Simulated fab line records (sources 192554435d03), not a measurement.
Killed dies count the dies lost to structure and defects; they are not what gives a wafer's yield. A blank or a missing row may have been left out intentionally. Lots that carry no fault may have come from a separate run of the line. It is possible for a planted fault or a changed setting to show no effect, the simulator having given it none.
Which tool is to blame? -- flow n5_finfet -- 30 wafers from 12 lots sampled at 6 of the route's 1938 steps

WHAT THE GAUGES SHOWED, per wafer
N5_BEOL_M4_THK_MEAS_01. Usual: M4_ILD_THK gives 79.4 nm (standard deviation 0.99).
lot,measured,on,M4_ILD_THK (nm),flag
L449,day 8 09:14,film_metro-01,78.6 79.0,
L453,day 8 17:11,film_metro-02,80.2 81.3,
L455,day 9 05:36,film_metro-02,79.4 78.6,
L457,day 9 21:20,film_metro-01,78.4 80.3 79.4,
L458,day 10 00:31,film_metro-02,79.9 81.5 80.4,
L463,day 11 10:59,film_metro-01,78.3 79.0 79.5,
L461,day 11 17:23,film_metro-01,80.2 80.2 80.1,
L464,day 11 19:11,film_metro-01,129.4 129.4,OFF
L465,day 11 21:08,film_metro-01,127.7 126.4,OFF
L469,day 12 22:52,film_metro-02,127.0 79.6,OFF
L470,day 13 12:13,film_metro-01,79.3 78.5 80.6,
L471,day 13 23:23,film_metro-01,78.7 80.2 79.4,

N5_BEOL_M4_RC_MEAS_101. Usual: DIBL_N 35.1 mV/V, standard deviation 1.5; DIBL_P 35.2 mV/V, standard deviation 2; IOFF_N 0.146 nA/um, standard deviation 0.028; IOFF_P 0.20 nA/um, standard deviation 0.036; ION_N 670 uA/um, standard deviation 12; ION_P 462 uA/um, standard deviation 8.2; SS_N 71.2 mV/dec, standard deviation 0.63; SS_P 73.1 mV/dec, standard deviation 0.7; VT_N 250 mV, standard deviation 3.6; VT_P -251 mV, standard deviation 3.3.
lot,measured,on,DIBL_N (mV/V),DIBL_P (mV/V),IOFF_N (nA/um),IOFF_P (nA/um),ION_N (uA/um),ION_P (uA/um),SS_N (mV/dec),SS_P (mV/dec),VT_N (mV),VT_P (mV),flag
L449,day 8 22:20,prober-02,32.4 36.0,32.2 37.7,0.104 0.163,0.16 0.24,659 668,454 465,70.0 71.6,72.6 73.4,254 248,-251 -250,
L453,day 9 02:35,prober-02,37.0 36.6,38.1 38.4,0.178 0.183,0.21 0.22,667 674,455 467,71.7 71.6,74.1 74.4,250 246,-252 -251,
L455,day 9 23:08,prober-02,36.9 37.3,35.9 36.5,0.197 0.203,0.25 0.25,699 670,475 458,71.1 71.3,74.2 74.4,242 246,-245 -247,
L457,day 10 05:49,prober-02,37.2 36.5 35.6,37.5 37.7 35.0,0.161 0.155 0.128,0.20 0.21 0.17,668 675 668,458 468 456,71.2 71.8 71.4,74.1 73.9 73.0,250 249 253,-252 -252 -254,
L458,day 11 00:43,prober-02,34.4 34.9 36.2,33.1 33.4 35.6,0.138 0.141 0.167,0.17 0.18 0.20,672 660 694,461 453 470,71.4 70.9 71.8,73.1 72.8 74.1,250 248 243,-251 -249 -252,
L463,day 11 23:38,prober-02,33.3 32.8 35.4,33.7 34.1 36.4,0.127 0.126 0.161,0.19 0.19 0.24,666 664 675,462 464 469,70.3 70.7 71.8,72.5 72.5 73.6,251 251 247,-249 -251 -247,
L461,day 12 02:44,prober-01,34.1 35.3 36.3,33.7 34.8 36.0,0.121 0.141 0.159,0.22 0.23 0.24,665 673 676,469 471 470,71.1 72.1 71.7,72.8 73.8 73.4,249 249 249,-246 -246 -247,
L469,day 13 06:24,prober-02,36.7,36.1,0.176,0.21,671,457,71.5,73.8,249,-251,
L470,day 14 12:02,prober-01,33.1 32.8 33.7,32.6 33.5 33.0,0.103 0.110 0.116,0.15 0.17 0.16,657 664 670,456 464 451,70.5 70.8 70.2,71.4 72.8 72.3,257 253 253,-255 -253 -255,
L471,day 14 15:52,prober-01,34.9 36.2 35.0,36.4 37.9 36.3,0.155 0.173 0.146,0.21 0.23 0.20,684 678 675,468 465 472,71.1 71.8 71.4,73.1 74.0 73.0,248 246 248,-249 -250 -250,

EACH LOT AND THE TOOL THAT RAN IT (in order: tool; ch and the chambers of the sampled wafers; start)
lot,N5_BEOL_M3_ANNEAL_91,N5_BEOL_M3_PRE_CLEAN_60,N5_BEOL_M4_ILD_DEP_00,N5_BEOL_M4_HM_DEP_02
L449,"pvd_sputter-02, day 8 07:29","cvd_co-01 ch 1,2, day 8 08:53","pecvd-02 ch 0,2, day 8 09:11","pvd_sputter-02, day 8 10:46"
L453,"pvd_sputter-03, day 8 15:22","cvd_co-01 ch 0,1, day 8 16:50","pecvd-02 ch 0,1, day 8 17:08","pvd_sputter-03, day 8 17:32"
L455,"pvd_sputter-01, day 9 03:47","cvd_co-01 ch 0,2, day 9 05:14","pecvd-03 ch 0,2, day 9 05:32","pvd_sputter-01, day 9 05:45"
L457,"pvd_sputter-01, day 9 19:34","cvd_co-01 ch 1,2, day 9 20:59","pecvd-01 ch 0,1, day 9 21:17","pvd_sputter-03, day 9 22:52"
L458,"pvd_sputter-01, day 9 22:45","cvd_co-01 ch 1,2, day 10 00:10","pecvd-01 ch 0,1,2, day 10 00:26","pvd_sputter-03, day 10 01:13"
L463,"pvd_sputter-03, day 11 09:13","cvd_co-01 ch 0,1,2, day 11 10:37","pecvd-02 ch 1,2, day 11 10:54","pvd_sputter-01, day 11 11:17"
L461,"pvd_sputter-02, day 11 15:32","cvd_co-01 ch 0,1, day 11 16:59","pecvd-02 ch 0,2, day 11 17:19","pvd_sputter-01, day 11 19:50"
L464,"pvd_sputter-02, day 11 17:25","cvd_co-01 ch 1,2, day 11 18:49","pecvd-02 ch 0,2, day 11 19:06","pvd_sputter-01, day 11 20:41"
L465,"pvd_sputter-02, day 11 19:22","cvd_co-01 ch 1,2, day 11 20:46","pecvd-02 ch 0,2, day 11 21:04","pvd_sputter-01, day 11 21:50"
L469,"pvd_sputter-03, day 12 21:07","cvd_co-02 ch 1,2, day 12 22:31","pecvd-02 ch 0,1, day 12 22:49","pvd_sputter-01, day 12 23:39"
L470,"pvd_sputter-03, day 13 10:27","cvd_co-01 ch 0,1,2, day 13 11:52","pecvd-01 ch 0,2, day 13 12:10","pvd_sputter-03, day 13 13:21"
L471,"pvd_sputter-01, day 13 21:37","cvd_co-02 ch 0,2, day 13 23:02","pecvd-01 ch 0,1, day 13 23:19","pvd_sputter-02, day 13 23:48"
- N5_BEOL_M3_ANNEAL_91: time 240 s.
- N5_BEOL_M3_PRE_CLEAN_60: time 15 s.
- N5_BEOL_M4_ILD_DEP_00: deposits SiOC from DEMS/O2, target thk 79 nm, time 15.3 s.
- N5_BEOL_M4_HM_DEP_02: deposits TiN, target thk 20 nm.

AS READ BY THE TOOLS THEMSELVES (means over the sampled wafers that have a number; for cases with no such wafer, the mark the record gives instead)
N5_BEOL_M3_ANNEAL_91. Usual: heater_power_w 831 W, standard deviation 100.
lot,tool,heater_power_w (W),flag
L449,pvd_sputter-02,771,
L453,pvd_sputter-03,766,
L455,pvd_sputter-01,876,
L457,pvd_sputter-01,950,
L458,pvd_sputter-01,861,
L463,pvd_sputter-03,804,
L461,pvd_sputter-02,842,
L464,pvd_sputter-02,766,
L465,pvd_sputter-02,916,
L469,pvd_sputter-03,796,
L470,pvd_sputter-03,798,
L471,pvd_sputter-01,933,

N5_BEOL_M3_PRE_CLEAN_60. Usual: heater_power_w 88 W, standard deviation 27.
lot,tool,heater_power_w (W),flag
L449,cvd_co-01,108,
L453,cvd_co-01,72,
L455,cvd_co-01,82,
L457,cvd_co-01,114,
L458,cvd_co-01,107,
L463,cvd_co-01,89,
L461,cvd_co-01,63,
L464,cvd_co-01,110,
L465,cvd_co-01,110,
L469,cvd_co-02,88,
L470,cvd_co-01,88,
L471,cvd_co-02,93,

N5_BEOL_M4_ILD_DEP_00. Usual: heater_power_w 551 W, standard deviation 78; showerhead_plenum_p_Torr 5.694 Torr, standard deviation 0.014; throttle_valve_pct 12.1 %, standard deviation 0.91.
lot,tool,heater_power_w (W),showerhead_plenum_p_Torr (Torr),throttle_valve_pct (%),flag
L449,pecvd-02,609,5.692,12.7,
L453,pecvd-02,548,5.686,12.6,
L455,pecvd-03,528,5.688,11.6,
L457,pecvd-01,562,5.702,12.8,
L458,pecvd-01,550,5.700,12.0,
L463,pecvd-02,564,5.687,12.6,
L461,pecvd-02,632,5.692,12.8,
L464,pecvd-02,606,5.697,12.7,
L465,pecvd-02,624,5.689,12.7,
L469,pecvd-02,554,5.684,12.6,
L470,pecvd-01,571,5.696,11.3,
L471,pecvd-01,604,5.702,12.1,

N5_BEOL_M4_HM_DEP_02. Usual: throttle_valve_pct 29.9 %, standard deviation 0.97.
lot,tool,throttle_valve_pct (%),flag
L449,pvd_sputter-02,29.2,
L453,pvd_sputter-03,29.8,
L455,pvd_sputter-01,30.5,
L457,pvd_sputter-03,30.3,
L458,pvd_sputter-03,30.8,
L463,pvd_sputter-01,29.3,
L461,pvd_sputter-01,30.3,
L464,pvd_sputter-01,29.5,
L465,pvd_sputter-01,29.6,
L469,pvd_sputter-01,29.5,
L470,pvd_sputter-03,30.3,
L471,pvd_sputter-02,29.1,

THE ANSWER, worked out from the rows above alone
Rule: lot off if the mean of its wafers having a number is beyond 3 standard deviations from the usual mean. A lot without any number at a reading at which 4 lots or more have one is off too. All remaining lots with rows at the step are treated as sound. Order of review: gauges by route order, followed by the tools' own readings, for which a lot's mean as printed above is used. The first step at which some lot is off is used, and at that step the reading that is off furthest; a lot without a number counts as furthest.
Off: L464, L465, L469, at N5_BEOL_M4_THK_MEAS_01 (M4_ILD_THK).
If a tool, at a process step before that reading, ran all the lots that are off and no sound lot after the first of them, it fits. Gauges at N5_BEOL_M4_THK_MEAS_01: tried the same way as those tools. One fits: N5_BEOL_M4_ILD_DEP_00 on pecvd-02. Its last sound lot is L461 (day 11 17:19), its first lot that is off L464 (day 11 19:06): a fault that began between those two fits.

WHAT THE SIMULATOR PUT IN
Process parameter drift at N5_BEOL_M4_ILD_DEP_00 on pecvd-02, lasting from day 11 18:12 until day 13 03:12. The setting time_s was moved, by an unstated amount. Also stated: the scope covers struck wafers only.
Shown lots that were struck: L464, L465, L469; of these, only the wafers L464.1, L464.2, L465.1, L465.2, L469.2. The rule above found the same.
